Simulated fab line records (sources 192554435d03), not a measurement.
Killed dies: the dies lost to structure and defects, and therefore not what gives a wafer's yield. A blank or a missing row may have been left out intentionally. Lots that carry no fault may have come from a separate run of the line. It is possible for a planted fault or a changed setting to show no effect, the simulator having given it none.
A lot that was struck, set against a sound lot | flow n5 finfet | 15 steps out of a route of 1938
Sound: wafers L764.1, L764.2, L764.3. Wafers L775.1, L775.2, L775.4 were the ones struck. The cause comes at the end.
Order at every step that has rows: each side's tool, ch and its chambers, its first start. Under that, the readings that differ: sound wafers | struck wafers | difference of the means | sigmas: that difference in standard deviations of wafers without a fault.
alike: same words and numbers on both sides, and readings whose means sit less than 2 such deviations apart. not compared: any withheld reading, any reading some wafer has no value for, any bound like >300 that may hide the same value, and any number with overlapping values for which the record gives no deviation.
A row with sigmas, a row that says differs or no value, or rows on one side alone: a step with any of these is where the two part. Numbers that have no deviation but don't overlap get no sigmas and don't part them. A reading missing from all wafers of one side parts the sides only when that side holds two or more wafers.

first, 2 steps without rows for these wafers: N5_BEOL_M15_STRIP_36 (strips in O2); N5_BEOL_M15_STRIP_62 (strips in O2).
N5_BEOL_M15_STRIP_37: strips in O2.
  sound: rie diel-03 ch 1,2,3; struck: rie diel-03 ch 0,1,3
  alike: drypump motor current A, oes product au, rf vpp V, showerhead plenum p Torr, throttle valve pct
  not compared: rf hours counter h
N5_BEOL_M15_ETCH_38: etches SiCN in CF4/N2, target depth 106.4 nm, time 120.5 s.
  sound: rie diel-03 ch 1,2,3; struck: rie diel-03 ch 0,1,3
  alike: drypump motor current A, oes product au, rf vpp V, showerhead plenum p Torr, throttle valve pct
  not compared: rf hours counter h
then, 2 steps without rows for these wafers: N5_BEOL_M15_PRECLEAN_39 (cleans in residue remover, time 60 s); N5_BEOL_M15_SRD_40 (time 30 s, dry time 30 s).
N5_BEOL_M15_DEGAS_41: time 60 s.
  sound on pvd sputter-03 at day 11 21:40; struck on pvd sputter-02 at day 15 08:02
  alike: heater power w
then, 2 steps without rows for these wafers: N5_BEOL_M15_PRE_CLEAN_42 (time 30 s); N5_BEOL_M15_SPUTTER_43 (material TaN, target thk 15 nm, time 24.19 s).
N5_BEOL_M15_SPUTTER_44: material Ta, target thk 15 nm, time 24.19 s.
  sound on pvd sputter-03 at day 11 21:49; struck on pvd sputter-02 at day 15 08:12
  alike: throttle valve pct
N5_BEOL_M15_SPUTTER_45: material Cu, target thk 100 nm, time 16.67 s.
  sound on pvd sputter-03 at day 11 21:54; struck on pvd sputter-02 at day 15 08:17
  alike: throttle valve pct
then, 1 step without rows for these wafers: N5_BEOL_M15_ECD_47 (material Cu, target thk 1860 nm).
N5_BEOL_M15_ANNEAL_48: time 90 s.
  sound on rtp anneal-02 ch 0, day 11 22:16; struck on rtp anneal-02 ch 0, day 15 08:38
  reading          | sound             | struck            | difference | sigmas
  wafer_temp_C_max | 226.5 227.2 226.3 | 228.6 228.4 228.7 | +1.9       | +4
then, 1 step without rows for these wafers: N5_BEOL_M15_CMP_49 (polishes, stops on SiO2, t overpolish 4.9 s, target thk 850 nm).
N5_PASSIVATION_PROBE_49:
  the record has rows for the struck wafers here (prober-02, day 16 00:17) and none for the sound ones

== WHERE THEY PART ==
Earliest at N5_BEOL_M15_ANNEAL_48; latest, in this record, at N5_PASSIVATION_PROBE_49.

WHY: what the simulator had put in
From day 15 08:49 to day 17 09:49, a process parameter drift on rtp anneal-02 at N5_BEOL_M15_ANNEAL_48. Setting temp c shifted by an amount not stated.
